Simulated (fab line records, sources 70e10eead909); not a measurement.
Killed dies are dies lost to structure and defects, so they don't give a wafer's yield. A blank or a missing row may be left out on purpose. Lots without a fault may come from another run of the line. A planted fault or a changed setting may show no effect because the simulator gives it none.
Chamber matching | flow nand_harc | NHARC_A_STAIRCASE_DEP_301 on pecvd-01: 3 sister chambers
The step deposits SiON, target thk 30 nm. 3 wafers are shown with their chamber, then 8 later ones without.

WAFERS WITH THEIR CHAMBER
wafer  | chamber | rf_fwd_power_W (W)
L086.6 | 2       | 348.5
L088.6 | 1       | 351.0
L092.2 | 0       | 348.1

WAFERS WITHOUT THEIR CHAMBER
wafer  | rf_fwd_power_W (W)
L092.3 | 348.9
L092.5 | 349.8
L095.1 | 347.2
L095.3 | 346.8
L095.6 | 349.2
L094.2 | 350.1
L094.3 | 349.7
L094.5 | 347.7

WHICH CHAMBER EACH WENT THROUGH
wafer  | from the rows above          | in truth
L092.3 | can't be placed: 2 or 0 or 1 | 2
L092.5 | can't be placed: 1 or 2 or 0 | 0
L095.1 | can't be placed: 0 or 2      | 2
L095.3 | can't be placed: 0 or 2      | 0
L095.6 | can't be placed: 2 or 0 or 1 | 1
L094.2 | can't be placed: 1 or 2 or 0 | 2
L094.3 | can't be placed: 2 or 1 or 0 | 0
L094.5 | can't be placed: 0 or 2      | 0
Placed correctly: 0 of 8. Can't be placed from these rows: 8 (the true chamber is among the candidates in 8). Placed wrongly: 0.
How it was worked out, from the rows above alone: a wafer's distance from a chamber is the root of the sum, over the readings, of the square of ((its reading less the chamber's mean) divided by the reading's scatter). The wafer belongs to the nearest chamber; if the next one is less than 2 further off, it can't be placed. A chamber's mean is the mean of its shown wafers. The scatter: with one shown wafer a chamber, the root of the mean of the squares of how far each hidden wafer lies from its nearest shown one.
